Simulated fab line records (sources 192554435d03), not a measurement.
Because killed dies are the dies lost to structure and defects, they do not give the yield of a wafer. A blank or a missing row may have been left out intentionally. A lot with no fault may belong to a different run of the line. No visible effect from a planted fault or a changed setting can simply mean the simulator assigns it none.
Which tool is to blame? | flow n5-finfet | 11 lots with 33 wafers sampled at 3 steps, on a route of 1938 steps

WHAT THE GAUGES SHOWED, per wafer
N5_BEOL_M2_THK_MEAS_01.
lot  | measured     | on            | M2_ILD_THK (nm)
L235 | day 6 19:35  | film-metro-02 | 79.3 78.9 78.9
L236 | day 7 07:25  | film-metro-01 | 79.1 80.0 79.8
L237 | day 7 07:23  | film-metro-02 | 79.3 79.6 79.5
L242 | day 8 04:22  | film-metro-01 | 78.6 79.7 80.8
L243 | day 8 10:57  | film-metro-01 | 79.5 80.8 80.4
L244 | day 8 23:28  | film-metro-02 | 79.6 80.0 80.9
L247 | day 9 22:13  | film-metro-02 | 77.8 78.0 79.3
L251 | day 10 09:03 | film-metro-01 | 79.4 79.3 81.1
L253 | day 11 05:02 | film-metro-01 | 79.2 81.7 81.4
L254 | day 11 05:24 | film-metro-02 | 78.9 79.1 79.6
L258 | day 12 11:08 | film-metro-01 | 79.6 80.8 78.7

WHICH TOOL RAN EACH LOT (tool, then ch and the chambers of the sampled wafers, then the start)
lot  | N5_BEOL_M1_ANNEAL_91         | N5_BEOL_M1_PRE_CLEAN_60
L235 | pvd-sputter-01, day 6 17:49  | cvd-co-02 ch 0,1,2, day 6 19:14
L236 | pvd-sputter-01, day 7 05:23  | cvd-co-01 ch 0,2, day 7 07:04
L237 | pvd-sputter-02, day 7 05:37  | cvd-co-02 ch 1,2, day 7 07:01
L242 | pvd-sputter-03, day 8 02:36  | cvd-co-01 ch 0,1, day 8 04:01
L243 | pvd-sputter-03, day 8 09:02  | cvd-co-01 ch 0,1,2, day 8 10:35
L244 | pvd-sputter-02, day 8 21:40  | cvd-co-02 ch 0,2, day 8 23:05
L247 | pvd-sputter-01, day 9 20:24  | cvd-co-02 ch 0,2, day 9 21:49
L251 | pvd-sputter-01, day 10 07:16 | cvd-co-02 ch 0,1,2, day 10 08:40
L253 | pvd-sputter-03, day 11 03:16 | cvd-co-01 ch 0,2, day 11 04:41
L254 | pvd-sputter-02, day 11 03:23 | cvd-co-02 ch 0,1,2, day 11 05:02
L258 | pvd-sputter-01, day 12 09:22 | cvd-co-01 ch 0,1,2, day 12 10:48
- N5_BEOL_M1_ANNEAL_91: time 240 s.
- N5_BEOL_M1_PRE_CLEAN_60: time 15 s.

THE ANSWER, worked out from the rows above alone
Rule: the usual values come from the lots themselves. Put in order of their means at a reading, lots are off if they are a third of the lots or fewer, leave a main group of 4 or more, and stand apart from it by a gap of 3 or more times the standard deviation of the main group's means; of several such gaps the widest counts. A main group is skipped when, at the precision printed for the reading in the tables above, its means are all equal. A lot without any number at a reading at which 4 lots or more have one is off too. All remaining lots with rows at the step are treated as sound.
No lot is off on any of the readings shown, so nothing can be concluded from this.

WHAT WAS PUT IN BY THE SIMULATOR
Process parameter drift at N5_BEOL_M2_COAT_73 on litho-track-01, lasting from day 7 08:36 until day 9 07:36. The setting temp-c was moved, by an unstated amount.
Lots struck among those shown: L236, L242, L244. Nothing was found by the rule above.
